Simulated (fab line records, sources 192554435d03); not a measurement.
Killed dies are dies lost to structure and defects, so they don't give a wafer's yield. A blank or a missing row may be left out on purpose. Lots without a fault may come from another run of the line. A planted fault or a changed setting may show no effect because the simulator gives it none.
Chamber matching | flow n5_finfet | N5_BEOL_M11_ETCH_61 on rie_diel-03: 4 sister chambers
The step etches SiARC in CF4, target depth 39 nm, time 65 s. 8 wafers are shown with their chamber, then 9 later ones without.

WAFERS WITH THEIR CHAMBER
wafer  | chamber | showerhead_plenum_p_Torr (Torr) | drypump_motor_current_A (A)
L078.1 | 2       | 2.17                            | 6.05
L079.1 | 2       | 2.17                            | 6.03
L079.5 | 3       | 2.19                            | 5.85
L086.1 | 3       | 2.18                            | 5.83
L086.5 | 0       | 2.05                            | 5.73
L091.4 | 1       | 2.10                            | 5.48
L091.5 | 1       | 2.10                            | 5.44
L091.6 | 0       | 2.05                            | 5.74

WAFERS WITHOUT THEIR CHAMBER
wafer  | showerhead_plenum_p_Torr (Torr) | drypump_motor_current_A (A)
L093.3 | 2.16                            | 6.03
L093.5 | 2.18                            | 5.87
L093.6 | 2.05                            | 5.75
L094.1 | 2.16                            | 6.04
L094.3 | 2.05                            | 5.75
L094.5 | 2.05                            | 5.73
L095.3 | 2.10                            | 5.46
L095.4 | 2.16                            | 6.07
L095.5 | 2.16                            | 6.04

WHICH CHAMBER EACH WENT THROUGH
wafer  | from the rows above | in truth
L093.3 | 2                   | 2
L093.5 | 3                   | 3
L093.6 | 0                   | 0
L094.1 | 2                   | 2
L094.3 | 0                   | 0
L094.5 | 0                   | 0
L095.3 | 1                   | 1
L095.4 | 2                   | 2
L095.5 | 2                   | 2
Placed correctly: 9 of 9. Can't be placed from these rows: 0. Placed wrongly: 0.
How it was worked out, from the rows above alone: a wafer's distance from a chamber is the root of the sum, over the readings, of the square of ((its reading less the chamber's mean) divided by the reading's scatter). The wafer belongs to the nearest chamber; if the next one is less than 2 further off, it can't be placed. A chamber's mean is the mean of its shown wafers. The scatter: the root of (the sum of the squares of (reading less its chamber's mean) over the shown wafers, divided by (wafers less chambers)).
